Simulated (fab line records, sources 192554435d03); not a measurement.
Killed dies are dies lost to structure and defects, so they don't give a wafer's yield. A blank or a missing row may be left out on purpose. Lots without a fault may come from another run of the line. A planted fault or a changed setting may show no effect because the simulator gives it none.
Chamber matching | flow n5_finfet | N5_PASSIVATION_DESCUM_32 on rie_diel-01: 4 sister chambers
The step chemistry O2, time 7.9 s. 14 wafers are shown with their chamber, then 7 later ones without.

WAFERS WITH THEIR CHAMBER
wafer  | chamber | drypump_motor_current_A (A) | showerhead_plenum_p_Torr (Torr) | throttle_valve_pct (%)
L451.3 | 2       | 6.6                         | 2.08                            | 20.50
L451.4 | 1       | 6.5                         | 2.13                            | 20.82
L451.5 | 0       | 5.5                         | 2.11                            | 20.72
L456.1 | 0       | 5.5                         | 2.11                            | 20.73
L456.2 | 2       | 6.6                         | 2.07                            | 20.54
L456.6 | 2       | 6.6                         | 2.07                            | 20.53
L459.1 | 0       | 5.5                         | 2.11                            | 20.75
L459.3 | 1       | 6.6                         | 2.12                            | 20.83
L459.6 | 3       | 5.1                         | 2.24                            | 20.11
L460.2 | 3       | 5.1                         | 2.24                            | 20.14
L460.3 | 0       | 5.5                         | 2.11                            | 20.74
L460.6 | 1       | 6.6                         | 2.12                            | 20.86
L464.3 | 1       | 6.6                         | 2.12                            | 20.88
L464.4 | 1       | 6.6                         | 2.12                            | 20.88

SIGNATURES (means of the wafers above)
reading                  | chamber 0 | chamber 1 | chamber 2 | chamber 3 | scatter within a chamber
drypump_motor_current_A  | 5.500     | 6.580     | 6.600     | 5.100     | 0.0283
showerhead_plenum_p_Torr | 2.1100    | 2.1220    | 2.0733    | 2.2400    | 0.00383
throttle_valve_pct       | 20.7350   | 20.8540   | 20.5233   | 20.1250   | 0.0222
Rule: a wafer's distance from a chamber is the root of the sum, over the readings, of the square of ((its reading less the chamber's mean) divided by the reading's scatter). The wafer belongs to the nearest chamber; if the next one is less than 2 further off, it can't be placed. The scatter: the root of (the sum of the squares of (reading less its chamber's mean) over the shown wafers, divided by (wafers less chambers)).

WAFERS WITHOUT THEIR CHAMBER
wafer  | drypump_motor_current_A (A) | showerhead_plenum_p_Torr (Torr) | throttle_valve_pct (%)
L464.6 | 5.5                         | 2.10                            | 20.76
L467.2 | 6.6                         | 2.11                            | 20.89
L467.3 | 6.6                         | 2.07                            | 20.14
L467.5 | 5.2                         | 2.24                            | 20.15
L472.2 | 6.5                         | 2.11                            | 20.89
L472.4 | 6.6                         | 2.06                            | 20.16
L472.6 | 5.1                         | 2.23                            | 20.18

WHICH CHAMBER EACH WENT THROUGH
wafer  | from the rows above | in truth
L464.6 | 0                   | 0
L467.2 | 1                   | 1
L467.3 | 2                   | 2
L467.5 | 3                   | 3
L472.2 | 1                   | 1
L472.4 | 2                   | 2
L472.6 | 3                   | 3
Placed correctly: 7 of 7. Can't be placed from these rows: 0. Placed wrongly: 0.
